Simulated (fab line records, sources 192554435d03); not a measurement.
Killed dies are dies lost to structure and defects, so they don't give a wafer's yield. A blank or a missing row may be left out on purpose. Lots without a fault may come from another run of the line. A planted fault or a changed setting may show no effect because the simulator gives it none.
Split-lot experiment | flow n5_finfet | 7 lots, 21 wafers read, on a route of 1938 steps

THE SPLIT
At N5_DUMMY_GATE_ETCH_42 (etches SiO2 in CHF3/O2, target depth 3.5 nm, time 31 s), the setting bias_w was moved away from the recipe's 12 W on 7 of the 21 wafers read, by -17.4% to +7.7%. The other wafers ran this setting at the recipe's value.

The reading is taken at the split's own step.

THE READING
rf_vpp_V, in V, at N5_DUMMY_GATE_ETCH_42 (etches SiO2 in CHF3/O2, target depth 3.5 nm, time 31 s). Fault-free wafers of this fab line usually give 42.4 V, standard deviation 1.1 V.

wafer  | tool, chamber at the split | bias_w as run, W | against the recipe | rf_vpp_V, V | against lot-mates on the recipe
L077.2 | rie_diel-04, 1             | 12               | recipe             | 43.0        | -
L077.4 | rie_diel-04, 3             | 12               | recipe             | 43.3        | -
L077.6 | rie_diel-04, 1             | 12               | recipe             | 43.7        | -
L078.3 | rie_diel-03, 1             | 10.38            | -13.5%             | 37.3        | -3.9
L078.5 | rie_diel-03, 2             | 12               | recipe             | 41.2        | -
L078.6 | rie_diel-03, 1             | 10.38            | -13.5%             | 37.6        | -3.6
L083.3 | rie_diel-03, 3             | 12               | recipe             | 42.1        | -
L083.4 | rie_diel-03, 1             | 12               | recipe             | 41.6        | -
L083.5 | rie_diel-03, 0             | 12               | recipe             | 41.5        | -
L085.2 | rie_diel-01, 2             | 12               | recipe             | 43.1        | -
L085.3 | rie_diel-01, 3             | 12               | recipe             | 40.8        | -
L085.5 | rie_diel-01, 0             | 12.93            | +7.7%              | 44.3        | +2.3
L086.3 | rie_diel-03, 1             | 12               | recipe             | 40.9        | -
L086.4 | rie_diel-03, 3             | 12               | recipe             | 42.1        | -
L086.6 | rie_diel-03, 1             | 9.916            | -17.4%             | 37.6        | -3.9
L089.3 | rie_diel-01, 0             | 12               | recipe             | 43.7        | -
L089.5 | rie_diel-01, 3             | 10.09            | -15.9%             | 35.8        | -7.3
L089.6 | rie_diel-01, 0             | 12               | recipe             | 42.5        | -
L097.1 | rie_diel-03, 1             | 11.2             | -6.7%              | 40.7        | -1.4
L097.4 | rie_diel-03, 3             | 12               | recipe             | 42.1        | -
L097.5 | rie_diel-03, 3             | 11.2             | -6.7%              | 38.0        | -4.1

THE FIT
A straight line over all 21 wafers: rf_vpp_V changes by +0.338 V for each +1% of bias_w; r = +0.91; the points scatter about the line by 1 V.
The same after taking each lot's own level away (the mean of its wafers on the recipe; 21 wafers): +0.315 V for each +1%; r = +0.91; scatter 0.95 V.
On that fit, the largest move of bias_w shifts the reading by 5.5 V.
The lots' own levels span 41.20 to 43.33 V, that is 1.9 times the standard deviation above.
So the lot-to-lot level changes the slope little: the two slopes agree.
Check: with one of the wafers moved furthest among these (-17.4%) left out of the fit, the line predicts -6.16 V for it against its lot-mates. It came out at -3.9 V against them.
Tool readings at the split's step, against how far the setting was moved: rf_vpp_V r = +0.91.

OTHER SPLITS ON THESE WAFERS
These wafers also went through other splits before the reading. Each is held against what the fit with the lots' levels taken away leaves over:
other split on the same wafers    | wafers away from the commonest value | r with rf_vpp_V (lot level and that fit taken away)
N5_WELL_APT_EXPOSE_05 dose_mj     | 5                                    | +0.17
N5_FIN_SAQP_HM_DEP_03 time_s      | 3                                    | -0.12
N5_FIN_SAQP_SPACER1_ALD_24 temp_c | 3                                    | -0.14
N5_FIN_SAQP_ETCH_65 time_s        | 9                                    | -0.34

THE FILE'S OWN FIT
rf_vpp_V changes by +0.321 V for each +1% of bias_w, r = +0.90.
